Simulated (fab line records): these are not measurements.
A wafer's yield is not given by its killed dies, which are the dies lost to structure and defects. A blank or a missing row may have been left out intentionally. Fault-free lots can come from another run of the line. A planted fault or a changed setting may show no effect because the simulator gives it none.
Matching of chambers | flow nand harc | 4 sister chambers for NHARC_A_ZERO_WELL_DESCUM_12 on rie diel-04
The step chemistry O2, time 3 s. 4 wafers are shown with their chamber, then 12 later ones without.

## WAFERS WITH THEIR CHAMBER
wafer  | chamber | oes product au (a.u.)
L090.2 | 0       | 1.001
L091.6 | 2       | 0.994
L092.4 | 3       | 0.997
L092.5 | 1       | 0.987

## WAFERS WITHOUT THEIR CHAMBER
wafer  | oes product au (a.u.)
L093.2 | 1.001
L093.4 | 1.005
L093.6 | 1.011
L094.3 | 0.983
L094.4 | 1.004
L094.5 | 0.998
L095.3 | 0.989
L095.4 | 0.998
L095.6 | 0.990
L095.1 | 0.989
L095.2 | 0.997
L095.5 | 0.990

## WHICH CHAMBER EACH WENT THROUGH
wafer  | from the rows above          | in truth
L093.2 | can't be placed: 0 or 3 or 2 | 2
L093.4 | can't be placed: 0 or 3 or 2 | 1
L093.6 | can't be placed: 0 or 3 or 2 | 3
L094.3 | can't be placed: 1 or 2      | 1
L094.4 | can't be placed: 0 or 3 or 2 | 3
L094.5 | can't be placed: 3 or 0 or 2 | 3
L095.3 | can't be placed: 1 or 2 or 3 | 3
L095.4 | can't be placed: 3 or 0 or 2 | 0
L095.6 | can't be placed: 1 or 2 or 3 | 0
L095.1 | can't be placed: 1 or 2 or 3 | 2
L095.2 | can't be placed: 3 or 2 or 0 | 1
L095.5 | can't be placed: 1 or 2 or 3 | 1
Correctly placed: 0 of 12. Unplaceable from these rows: 12, with the true chamber sitting among the candidates in 9. Number placed wrongly: 0.
How it was worked out, from the rows above alone: a wafer's distance from a chamber is the root of the sum, over the readings, of the square of ((its reading less the chamber's mean) divided by the reading's scatter). The wafer belongs to the nearest chamber; if the next one is less than 2 further off, it can't be placed. For every chamber, the mean is computed from those of its wafers that are shown. The scatter: with one shown wafer a chamber, the root of the mean of the squares of how far each hidden wafer lies from its nearest shown one.
